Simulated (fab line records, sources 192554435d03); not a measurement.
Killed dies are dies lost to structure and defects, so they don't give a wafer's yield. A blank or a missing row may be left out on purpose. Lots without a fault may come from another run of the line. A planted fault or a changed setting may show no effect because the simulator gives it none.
One fault seen from 2 desks | flow n5_finfet | each desk has only its own numbers; what lay behind them comes last

THE METROLOGY DESK
What the gauges read, lot by lot, whatever tool the lot ran on: means of the sampled wafers that have a number. A lot is out of limits, marked OUT, if its mean lies more than 4 standard deviations from the usual mean; the brackets give that distance. Of its 11 readings 7 are shown: those that lie furthest out on some lot.
Columns: A = cd_nm at N5_SDB_CD_MEAS_11, usual 49.7 nm; B = DIBL_N at N5_BEOL_M4_RC_MEAS_101, usual 36.3 mV/V; C = IOFF_N at N5_BEOL_M4_RC_MEAS_101, usual 0.161 nA/um; D = IOFF_P at N5_BEOL_M4_RC_MEAS_101, usual 0.209 nA/um; E = SS_N at N5_BEOL_M4_RC_MEAS_101, usual 71.5 mV/dec; F = SS_P at N5_BEOL_M4_RC_MEAS_101, usual 73.2 mV/dec; G = VT_P at N5_BEOL_M4_RC_MEAS_101, usual -249.9 mV
lot  | first seen here | A    | B    | C     | D     | E    | F    | G
L828 | day 3 15:23     | 49.5 | 35.7 | 0.145 | 0.181 | 71.4 | 73.2 | -253.5
L831 | day 4 11:32     | 51.5 | 35.0 | 0.132 | 0.181 | 71.2 | 72.9 | -251.3
L832 | day 4 16:38     | 49.3 | 35.4 | 0.128 | 0.172 | 70.3 | 72.5 | -255.1
L833 | day 5 03:01     | 50.1 | 37.3 | 0.181 | 0.258 | 71.6 | 73.3 | -244.9
L834 | day 5 09:08     | 49.8 | 37.0 | 0.181 | 0.227 | 71.6 | 73.8 | -248.4
L836 | day 5 19:19     | 49.3 | 37.2 | 0.163 | 0.209 | 71.6 | 72.9 | -249.6
L837 | day 5 23:44     | 49.7 | 34.5 | 0.158 | 0.193 | 71.7 | 72.9 | -251.4
L840 | day 6 19:07     | 49.3 | 36.4 | 0.157 | 0.241 | 71.2 | 72.9 | -244.3
L844 | day 7 18:57     | 48.4 | 37.7 | 0.172 | 0.207 | 71.2 | 72.9 | -250.2
This desk's finding: nothing out of limits on any of the 9 lots.

THE TOOL OWNER'S DESK: rie_diel-05
The tool's own readings at N5_SDB_ETCH_25 (etches SiO2 in C4F6/O2, target depth 10 nm, time 3.3 s): means of the sampled wafers that have a number, for each lot that ran on this tool. A lot is out of limits, marked OUT, if its mean lies more than 4 standard deviations from the usual mean; the brackets give that distance.
Columns: A = drypump_motor_current_A at N5_SDB_ETCH_25, usual 5.9 A; B = oes_product_au at N5_SDB_ETCH_25, usual 0.78 a.u.; C = rf_vpp_V at N5_SDB_ETCH_25, usual 667 V; D = showerhead_plenum_p_Torr at N5_SDB_ETCH_25, usual 2.87 Torr; E = throttle_valve_pct at N5_SDB_ETCH_25, usual 21.16 %
lot  | first seen here | A   | B    | C   | D    | E
L828 | day 3 16:18     | 6.2 | 0.80 | 672 | 2.86 | 21.06
L831 | day 4 12:09     | 6.0 | 0.76 | 677 | 2.89 | 21.11
L833 | day 5 03:50     | 5.8 | 0.77 | 671 | 2.98 | 21.26
L837 | day 6 00:53     | 5.8 | 0.78 | 673 | 2.90 | 21.14
L840 | day 6 20:32     | 6.1 | 0.82 | 670 | 2.93 | 21.30
This desk's finding: nothing out of limits on any of the 5 lots.

PUT TOGETHER
The metrology desk saw nothing out of limits.
The tool owner's desk saw nothing out of limits.

WHAT THE SIMULATOR HAD PUT IN
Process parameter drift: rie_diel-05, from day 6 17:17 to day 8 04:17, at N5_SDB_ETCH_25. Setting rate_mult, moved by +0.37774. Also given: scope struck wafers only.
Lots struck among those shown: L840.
